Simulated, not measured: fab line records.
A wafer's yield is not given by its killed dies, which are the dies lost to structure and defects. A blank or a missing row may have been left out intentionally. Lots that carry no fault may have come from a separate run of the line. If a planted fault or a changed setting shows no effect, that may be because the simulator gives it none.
Problem report in the 8D (eight disciplines) form, filled by code :: flow n5 finfet :: the parts of the form that need people (team, actions taken, sign-off) are left out

## 1. THE PROBLEM
Mean of trench depth nm at N5_BEOL_M8_OCD_MEAS_38: 74.9 nm across 2 wafers in 2 lots; on wafers with no fault it is 92.9 nm (standard deviation 1.8). Measured from the usual mean, that is -10 standard deviations.
The first sign was on wafer L144.6 at day 13 12:05, on ocd-02. The record has a number at this step for 21 wafers belonging to 7 lots. By rule, "out" or "out of limits" means more than 4 standard deviations away from the usual mean. The other wafers with a number count as sound.

## 2. WHAT IT IS AND WHAT IT IS NOT
question: which readings at this step
is: trench depth nm
is not: -

question: which lots
is: L144, L146
is not: L134, L143, L147, L149, L151

question: which wafers of those lots
is: L144.6, L146.4
is not: L144.1, L144.2, L146.1, L146.2

question: read on which gauges
is: ocd-01, ocd-02
is not: -

question: when
is: from day 13 12:05
is not: up to then (8 sound wafers); but 11 sound wafers of L146, L147, L149, L151 came after

## 3. THE SUSPECTS, EACH WITH WHAT RULES IT OUT
Counting: a tool at a process step up to the reading stays a suspect if it ran every lot that is out. Sound lots after the first of them don't rule it out here, since some wafers of a struck lot are sound.
- the gauge at N5_BEOL_M8_OCD_MEAS_38: ruled out. 2 gauges (ocd-01, ocd-02) read the wafers that are out.
- rie diel-06 at N5_BEOL_M8_TRENCH_ETCH_37 (etches SiCOH lowk in C4F6/O2, target depth 93.478 nm, time 31.2 s): kept. Every lot that is out went through it, the first being L144 (day 13 11:56); the last sound lot it ran before that was L143 (day 13 02:54). Its own readings are out on those wafers: run length s.
The count leaves rie diel-06 at N5_BEOL_M8_TRENCH_ETCH_37.

## 4. THE CAUSE (what the simulator had put in)
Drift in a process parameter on rie diel-06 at N5_BEOL_M8_TRENCH_ETCH_37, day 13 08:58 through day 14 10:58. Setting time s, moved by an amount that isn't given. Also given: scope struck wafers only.
Only this tool survived the counting.

## 5. THE CHAIN OF EFFECTS, in route order
Each row: a reading where the mean over the struck wafers with a number is more than 3 standard deviations away from the usual. Only readings whose record carries a usual standard deviation are examined. hours: median over the lots of the time between each lot's start at the first step of this table that gives one and its start at this step. sigmas: the change, counted in usual standard deviations.
hours: 0
step: N5_BEOL_M8_TRENCH_ETCH_37
reading: run length s
usual: 54.6 s
on struck wafers: 48.4
change: -6.2
sigmas: -11

hours: 0
step: N5_BEOL_M8_OCD_MEAS_38
reading: trench depth nm
usual: 92.9 nm
on struck wafers: 74.9
change: -18.0
sigmas: -10

hours: 3
step: N5_BEOL_M8_THK_MEAS_53
reading: M8_THK
usual: 80.5 nm
on struck wafers: 63.4
change: -17.1
sigmas: -7.8

hours: 3
step: N5_BEOL_M8_RS_MEAS_57
reading: M8_RS
usual: 0.288 ohm/sq
on struck wafers: 0.388
change: +0.100
sigmas: +11

hours: 60
step: N5_BEOL_M15_RC_MEAS_101
reading: SERP_M8
usual: 13.9 ohm/um
on struck wafers: 18.1
change: +4.2
sigmas: +7.0

hours: 60
step: N5_BEOL_M15_RC_MEAS_101
reading: SERP_M8_max_site
usual: 14.5 ohm/um
on struck wafers: 18.7
change: +4.2
sigmas: +6.5

hours: 75
step: N5_PASSIVATION_PROBE_49
reading: sort_bin_8_speed
usual: 0.00 %
on struck wafers: 0.09
change: +0.09
sigmas: +8.6
The process steps in it:
- N5_BEOL_M8_TRENCH_ETCH_37: etches SiCOH lowk in C4F6/O2, target depth 93.478 nm, time 31.2 s.
- N5_PASSIVATION_PROBE_49

## 6. HOW IT WOULD HAVE BEEN CAUGHT EARLIER
Counted from the fault's start at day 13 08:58, it took 3 hours until the first out-of-limits reading at a measuring or inspecting step in this record, taken at day 13 12:05.
At N5_BEOL_M8_TRENCH_ETCH_37, the tool's own readings (run length s) were out on each struck wafer the step has a row for, so an alarm limit on them would have fired on the first such wafer.
Lots out: 2; of these, L146 started N5_BEOL_M8_TRENCH_ETCH_37 on rie diel-06 after day 13 12:05. Putting the tool on hold at that point would have spared it.
